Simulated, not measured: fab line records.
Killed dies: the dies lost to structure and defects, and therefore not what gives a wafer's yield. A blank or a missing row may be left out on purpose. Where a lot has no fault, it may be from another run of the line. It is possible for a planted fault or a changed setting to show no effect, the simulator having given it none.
Which of the tools did it? :: flow n5_finfet :: 12 lots (36 wafers sampled), 1 step of a 1938-step route

== WHAT THE GAUGES READ, wafer by wafer ==
N5_MOL_CONTACT_COAG_OVL_MEAS_41.
lot: L075
measured: day 5 09:41
on: overlay-01
VD_OVL (nm): -0.4 0.3 0.9

lot: L077
measured: day 5 18:31
on: overlay-02
VD_OVL (nm): 0.6 1.3 0.9

lot: L079
measured: day 6 10:56
on: overlay-01
VD_OVL (nm): 0.3 0.9 0.5

lot: L081
measured: day 6 22:09
on: overlay-02
VD_OVL (nm): 0.2 0.2 0.6

lot: L083
measured: day 7 12:15
on: overlay-02
VD_OVL (nm): -0.7 -0.6 -0.3

lot: L085
measured: day 7 22:04
on: overlay-01
VD_OVL (nm): -0.5 -0.5 -0.6

lot: L087
measured: day 8 12:08
on: overlay-01
VD_OVL (nm): -0.4 -0.7 -0.2

lot: L089
measured: day 8 22:10
on: overlay-02
VD_OVL (nm): 0.6 0.7 0.1

lot: L091
measured: day 9 09:50
on: overlay-01
VD_OVL (nm): 0.0 -0.7 0.0

lot: L093
measured: day 10 01:02
on: overlay-02
VD_OVL (nm): -0.2 -0.2 0.4

lot: L095
measured: day 10 11:19
on: overlay-02
VD_OVL (nm): 0.5 0.0 0.2

lot: L097
measured: day 11 02:08
on: overlay-02
VD_OVL (nm): -0.8 0.5 -0.5

== WHICH TOOL RAN EACH LOT (tool, then ch and the chambers of the sampled wafers, then the start) ==
No process step before these readings appears in the record.

== THE ANSWER, worked out from the rows above alone ==
Rule: usual is defined by the lots themselves. Put in order of their means at a reading, lots are off if they are a third of the lots or fewer, leave a main group of 4 or more, and stand apart from it by a gap of 3 or more times the standard deviation of the main group's means; of several such gaps the widest counts. Not used: any main group whose means are identical at the precision the tables above print for the reading. A lot without any number at a reading at which 4 lots or more have one is off too. Any other lot the step has rows for is counted as sound.
Across all readings shown, no lot is off: no conclusion can be drawn from this.

== WHAT THE SIMULATOR HAD PUT IN ==
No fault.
